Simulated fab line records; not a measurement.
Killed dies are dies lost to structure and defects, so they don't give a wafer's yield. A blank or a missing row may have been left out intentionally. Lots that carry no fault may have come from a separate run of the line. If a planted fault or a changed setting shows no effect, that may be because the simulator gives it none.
Chamber matching ; flow n5 finfet ; N5_BEOL_M7_DEP_56 on pecvd-04 has 3 sister chambers
The step deposits SiCN from 3MS/NH3, target thk 10 nm, time 17.5 s. 6 wafers are shown with their chamber, then 8 later ones without.

## EACH WAFER AND ITS CHAMBER
wafer;chamber;showerhead plenum p Torr (Torr);throttle valve pct (%)
L079.4;0;3.653;9.06
L080.6;0;3.641;8.96
L084.1;2;3.664;8.84
L084.2;1;3.687;9.10
L084.4;1;3.687;8.90
L087.2;2;3.664;8.67

## WAFERS WHOSE CHAMBER IS MISSING
wafer;showerhead plenum p Torr (Torr);throttle valve pct (%)
L087.4;3.675;8.90
L087.5;3.657;9.01
L093.3;3.641;9.51
L093.4;3.672;8.75
L093.6;3.678;8.92
L094.1;3.700;9.06
L094.4;3.691;9.00
L094.5;3.676;8.67

## WHICH CHAMBER EACH WENT THROUGH
wafer;from the rows above;in truth
L087.4;can't be placed: 2 or 1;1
L087.5;can't be placed: 0 or 2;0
L093.3;0;0
L093.4;2;2
L093.6;can't be placed: 1 or 2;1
L094.1;1;1
L094.4;1;1
L094.5;can't be placed: 2 or 1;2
Placed correctly: 4 of 8. Can't be placed from these rows: 4 (the true chamber is among the candidates in 4). Wrongly placed: 0.
How it was worked out, from the rows above alone: a wafer's distance from a chamber is the root of the sum, over the readings, of the square of ((its reading less the chamber's mean) divided by the reading's scatter). The wafer belongs to the nearest chamber; if the next one is less than 2 further off, it can't be placed. A chamber's mean is the mean of its shown wafers. The scatter: take each reading less its chamber's mean, square it, sum over the shown wafers, divide by the number of wafers less the number of chambers, and take the root.
